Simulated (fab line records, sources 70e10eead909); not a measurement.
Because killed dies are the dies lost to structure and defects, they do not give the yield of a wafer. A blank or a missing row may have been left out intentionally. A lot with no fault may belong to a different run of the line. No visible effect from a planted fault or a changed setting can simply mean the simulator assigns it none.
3 desks, one fault	flow nand-harc	every desk sees just its own numbers, and what lay behind them comes last

## AT THE METROLOGY DESK
Lot by lot, what the gauges showed, no matter which tool ran the lot: averages of those sampled wafers that carry a number. Marked OUT: a lot whose mean sits more than 4 standard deviations from the usual mean, which makes it out of limits; the brackets give that distance.
Columns: A = thk-nm at NHARC_A_DECK1_JOINT_THK_MEAS_17, usual 45.2 nm; B = thk-nm at NHARC_A_ONON_D2_THK_MEAS_08, usual 999 nm; C = thk-nm at NHARC_A_ONON_D2_THK_MEAS_21, usual 999 nm
lot	first seen here	A	B	C
L714	day 12 06:04	45.4	1001	995
L713	day 13 01:23	45.2	1006	1000
L717	day 14 02:38	45.8	990	978
L722	day 16 12:37	37.5 (-6.5) OUT	992	1008
L725	day 17 07:45	45.3	995	986
L724	day 17 07:46	37.9 (-6.1) OUT	1003	998
L726	day 17 07:46	45.0	996	1004
L727	day 18 12:02	45.7	987	998
L729	day 19 17:09	45.3	1005	992
L732	day 20 11:15	46.0	986	1002
L733	day 20 19:10	44.6	1008	1005
L734	day 21 00:42	45.9	1004	1030
L735	day 21 16:45	44.7	996	1005
L736	day 22 05:35	44.6	988	995
Finding of this desk: L722, L724 out of limits; the first was L722 at day 16 12:37, on thk-nm at NHARC_A_DECK1_JOINT_THK_MEAS_17. In limits: L714, L713, L717, L725, L726, L727, L729, L732, L733, L734, L735, L736.

## THE DEFECT DESK
For each lot, the counts of the inspections along the route, averaged over the sampled wafers that have a number. Marked OUT: a lot whose mean sits more than 4 standard deviations from the usual mean, which makes it out of limits; the brackets give that distance.
Columns: A = raw-defect-count at NHARC_A_CHANNEL_FILL_D1_INSPECT_13, usual 342
lot	first seen here	A
L714	day 10 21:11	283
L713	day 11 12:11	373
L717	day 12 15:00	358
L722	day 14 22:32	270
L724	day 15 18:23	256
L726	day 15 18:23	405
L725	day 15 18:25	322
L727	day 16 22:23	421
L729	day 17 18:32	222
L732	day 19 01:41	557
L733	day 19 08:38	454
L734	day 19 16:11	359
L735	day 19 23:03	256
L736	day 20 18:46	669
This desk's finding: nothing out of limits on any of the 14 lots.

## THE TOOL OWNER'S DESK: pecvd-01
The tool's own readings at NHARC_A_DECK1_JOINT_DEP_16 (deposits SiO2, target thk 45 nm): means of the sampled wafers that have a number, for each lot that ran on this tool. Marked OUT: a lot whose mean sits more than 4 standard deviations from the usual mean, which makes it out of limits; the brackets give that distance.
Columns: A = heater-power-outer-w at NHARC_A_DECK1_JOINT_DEP_16, usual 315 W; B = heater-power-w at NHARC_A_DECK1_JOINT_DEP_16, usual 583 W; C = throttle-valve-pct at NHARC_A_DECK1_JOINT_DEP_16, usual 15.6 %
lot	first seen here	A	B	C
L714	day 12 05:47	270	520	15.6
L722	day 16 12:20	271	506	15.6
L724	day 17 07:29	326	545	15.8
L732	day 20 10:59	311	572	15.7
L734	day 21 00:25	291	537	15.9
This desk's finding: nothing out of limits on any of the 5 lots.

## ALL TOGETHER
The metrology desk could have raised an alarm at day 16 12:37, on L722, L724.
Nothing out of limits was seen by the defect desk.
The desk of the tool owner found nothing out of limits.
The defect desk has L722, L724 on record, within its limits.
The tool owner's desk has L722, L724 on record, within its limits.
Every lot named ran NHARC_A_DECK1_JOINT_DEP_16 on pecvd-01.

## WHAT THE SIMULATOR PUT IN
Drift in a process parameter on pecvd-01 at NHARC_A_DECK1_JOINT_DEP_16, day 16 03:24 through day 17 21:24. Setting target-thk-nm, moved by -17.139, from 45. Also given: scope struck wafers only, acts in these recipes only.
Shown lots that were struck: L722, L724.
Per desk, hours elapsed from the start of the fault to the first reading out of limits: for the metrology desk, 9.
